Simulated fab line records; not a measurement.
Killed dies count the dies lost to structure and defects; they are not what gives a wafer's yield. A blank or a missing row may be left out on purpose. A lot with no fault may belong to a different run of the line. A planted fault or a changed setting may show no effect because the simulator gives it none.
Chamber matching ; flow n5_finfet ; 3 sister chambers for N5_BEOL_M11_ILD_DEP_00 on pecvd-04
The step deposits SiCOH lowk from DEMS/porogen, target thk 308.51 nm, time 58 s. 22 wafers are shown with their chamber, then 11 later ones without.

## WAFERS, EACH WITH ITS CHAMBER
wafer;chamber;heater_power_w (W);showerhead_plenum_p_Torr (Torr);throttle_valve_pct (%)
L074.1;2;312;5.732;14.3
L074.2;0;312;5.710;14.0
L074.6;1;259;5.743;14.1
L075.2;2;295;5.720;14.5
L075.3;0;332;5.716;13.8
L075.5;1;246;5.710;14.5
L078.3;2;310;5.735;14.2
L078.4;1;250;5.724;14.3
L078.6;2;244;5.738;14.4
L083.1;2;309;5.738;14.2
L083.4;1;217;5.708;14.3
L083.5;0;336;5.691;13.7
L085.1;2;284;5.739;14.3
L085.2;1;230;5.726;14.1
L085.6;0;297;5.687;13.5
L084.4;1;274;5.729;14.3
L084.5;0;322;5.699;14.0
L084.6;2;309;5.742;14.1
L086.2;1;248;5.710;14.5
L086.3;0;338;5.681;14.0
L086.4;0;344;5.717;13.9
L088.1;1;262;5.712;14.0

SIGNATURES, as means of the wafers listed above
reading;chamber 0;chamber 1;chamber 2;scatter within a chamber
heater_power_w;325.86;248.25;294.71;20
showerhead_plenum_p_Torr;5.70014;5.72025;5.73486;0.0118
throttle_valve_pct;13.843;14.262;14.286;0.172
Rule: distance of a wafer from a chamber = root of the sum over the readings of ((wafer's reading minus chamber's mean) / reading's scatter) squared. The wafer belongs to the nearest chamber; if the next one is less than 2 further off, it can't be placed. The scatter: take each reading less its chamber's mean, square it, sum over the shown wafers, divide by the number of wafers less the number of chambers, and take the root.

## WAFERS WHOSE CHAMBER IS MISSING
wafer;heater_power_w (W);showerhead_plenum_p_Torr (Torr);throttle_valve_pct (%)
L088.3;282;5.701;14.0
L088.5;300;5.695;13.8
L089.2;270;5.734;14.5
L089.4;279;5.744;14.4
L089.5;233;5.734;14.3
L091.2;286;5.694;14.2
L091.4;301;5.732;14.2
L091.5;229;5.721;14.1
L097.2;298;5.723;14.3
L097.4;298;5.713;14.4
L097.6;306;5.700;13.9

## WHICH CHAMBER EACH WENT THROUGH
wafer;from the rows above;in truth
L088.3;can't be placed: 0 or 1 or 2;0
L088.5;0;0
L089.2;can't be placed: 2 or 1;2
L089.4;can't be placed: 2 or 1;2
L089.5;can't be placed: 1 or 2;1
L091.2;can't be placed: 0 or 1 or 2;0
L091.4;2;2
L091.5;1;1
L097.2;can't be placed: 2 or 1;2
L097.4;can't be placed: 2 or 1 or 0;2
L097.6;0;0
Correctly placed: 4 of 11. From these rows, 7 cannot be placed; in 7 the true chamber is one of the candidates. Placed wrongly: 0.
